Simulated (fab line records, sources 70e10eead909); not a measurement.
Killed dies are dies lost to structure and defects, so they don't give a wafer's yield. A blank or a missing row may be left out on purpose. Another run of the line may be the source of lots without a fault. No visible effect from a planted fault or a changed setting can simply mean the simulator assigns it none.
Chamber matching | flow nandHarc | pecvd-04 running NHARC_P_CONTACT_DEP_30: 3 sister chambers
The step deposits SiNx, target thk 30 nm. 16 wafers are shown with their chamber, then 8 later ones without.

## WAFERS PAIRED WITH THEIR CHAMBERS
wafer  | chamber | heaterPowerW (W) | heaterPowerOuterW (W)
L682.2 | 1       | 640              | 371
L682.4 | 1       | 649              | 371
L682.5 | 2       | 572              | 335
L693.3 | 0       | 718              | 413
L693.4 | 0       | 727              | 420
L693.5 | 1       | 656              | 373
L696.1 | 2       | 712              | 421
L696.2 | 1       | 699              | 409
L696.5 | 2       | 691              | 425
L697.2 | 2       | 689              | 428
L697.3 | 1       | 744              | 427
L697.6 | 0       | 637              | 373
L698.1 | 1       | 761              | 431
L698.2 | 2       | 711              | 416
L698.4 | 1       | 730              | 439
L699.1 | 2       | 582              | 346

SIGNATURES (averages over the wafers above)
reading           | chamber 0 | chamber 1 | chamber 2 | scatter within a chamber
heaterPowerW      | 694.00    | 697.00    | 659.50    | 55.8
heaterPowerOuterW | 402.00    | 403.00    | 395.17    | 35.1
Rule: a wafer lies at a distance from a chamber equal to the root of the sum of squares, over the readings, of (its reading less the chamber's mean, divided by the reading's scatter). If the next closest chamber is less than 2 further off than the closest, the wafer can't be placed; otherwise it belongs to the closest. The scatter: take each reading less its chamber's mean, square it, sum over the shown wafers, divide by the number of wafers less the number of chambers, and take the root.

## WAFERS WHOSE CHAMBER IS MISSING
wafer  | heaterPowerW (W) | heaterPowerOuterW (W)
L699.3 | 700              | 426
L699.6 | 585              | 345
L700.2 | 734              | 437
L700.4 | 625              | 325
L700.6 | 740              | 440
L702.3 | 721              | 425
L702.4 | 658              | 361
L702.5 | 580              | 329

## WHICH CHAMBER EACH ONE RAN IN
wafer  | from the rows above          | in truth
L699.3 | can't be placed: 1 or 0 or 2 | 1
L699.6 | can't be placed: 2 or 0 or 1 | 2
L700.2 | can't be placed: 1 or 0 or 2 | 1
L700.4 | can't be placed: 2 or 0 or 1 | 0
L700.6 | can't be placed: 1 or 0 or 2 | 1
L702.3 | can't be placed: 1 or 0 or 2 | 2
L702.4 | can't be placed: 2 or 0 or 1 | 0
L702.5 | can't be placed: 2 or 0 or 1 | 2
Correctly placed: 0 of 8. Can't be placed from these rows: 8 (the true chamber is among the candidates in 8). Number placed wrongly: 0.
